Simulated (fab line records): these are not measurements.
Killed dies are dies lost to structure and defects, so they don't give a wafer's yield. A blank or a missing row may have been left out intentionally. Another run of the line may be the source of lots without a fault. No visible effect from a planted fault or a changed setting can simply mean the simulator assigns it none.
Matching of chambers || flow nand_harc || NHARC_A_M1_PRE_CLEAN_32 on pecvd-02: 3 sister chambers
The step time 12 s. 6 wafers are shown with their chamber, then 9 later ones without.

## EACH WAFER AND ITS CHAMBER
{"wafer": "L086.5", "chamber": 2, "heater_power_w (W)": 700}
{"wafer": "L084.5", "chamber": 0, "heater_power_w (W)": 613}
{"wafer": "L084.6", "chamber": 2, "heater_power_w (W)": 623}
{"wafer": "L095.1", "chamber": 0, "heater_power_w (W)": 680}
{"wafer": "L095.2", "chamber": 1, "heater_power_w (W)": 599}
{"wafer": "L095.4", "chamber": 1, "heater_power_w (W)": 612}

## WAFERS WHOSE CHAMBER IS MISSING
{"wafer": "L094.2", "heater_power_w (W)": 626}
{"wafer": "L094.4", "heater_power_w (W)": 639}
{"wafer": "L094.5", "heater_power_w (W)": 699}
{"wafer": "L096.1", "heater_power_w (W)": 588}
{"wafer": "L096.3", "heater_power_w (W)": 719}
{"wafer": "L096.6", "heater_power_w (W)": 679}
{"wafer": "L097.1", "heater_power_w (W)": 551}
{"wafer": "L097.2", "heater_power_w (W)": 735}
{"wafer": "L097.5", "heater_power_w (W)": 553}

## WHICH CHAMBER EACH ONE RAN IN
{"wafer": "L094.2", "from the rows above": "can't be placed: 0 or 1 or 2", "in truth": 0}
{"wafer": "L094.4", "from the rows above": "can't be placed: 0 or 2 or 1", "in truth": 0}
{"wafer": "L094.5", "from the rows above": "can't be placed: 2 or 0 or 1", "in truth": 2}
{"wafer": "L096.1", "from the rows above": "can't be placed: 1 or 0 or 2", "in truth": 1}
{"wafer": "L096.3", "from the rows above": "can't be placed: 2 or 0 or 1", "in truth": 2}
{"wafer": "L096.6", "from the rows above": "can't be placed: 2 or 0 or 1", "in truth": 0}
{"wafer": "L097.1", "from the rows above": "can't be placed: 1 or 0 or 2", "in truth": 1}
{"wafer": "L097.2", "from the rows above": "can't be placed: 2 or 0 or 1", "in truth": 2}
{"wafer": "L097.5", "from the rows above": "can't be placed: 1 or 0 or 2", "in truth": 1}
Correct placement for 0 of the 9. Cannot be placed on the basis of these rows: 9; the candidates contain the true chamber in 9. Wrongly placed: 0.
How it was worked out, from the rows above alone: a wafer's distance from a chamber is the root of the sum, over the readings, of the square of ((its reading less the chamber's mean) divided by the reading's scatter). The wafer belongs to the nearest chamber; if the next one is less than 2 further off, it can't be placed. Each chamber's mean is taken over the wafers shown for it. The scatter is the square root of a quotient: the sum, over the shown wafers, of each reading's squared deviation from its chamber's mean, divided by wafers minus chambers.
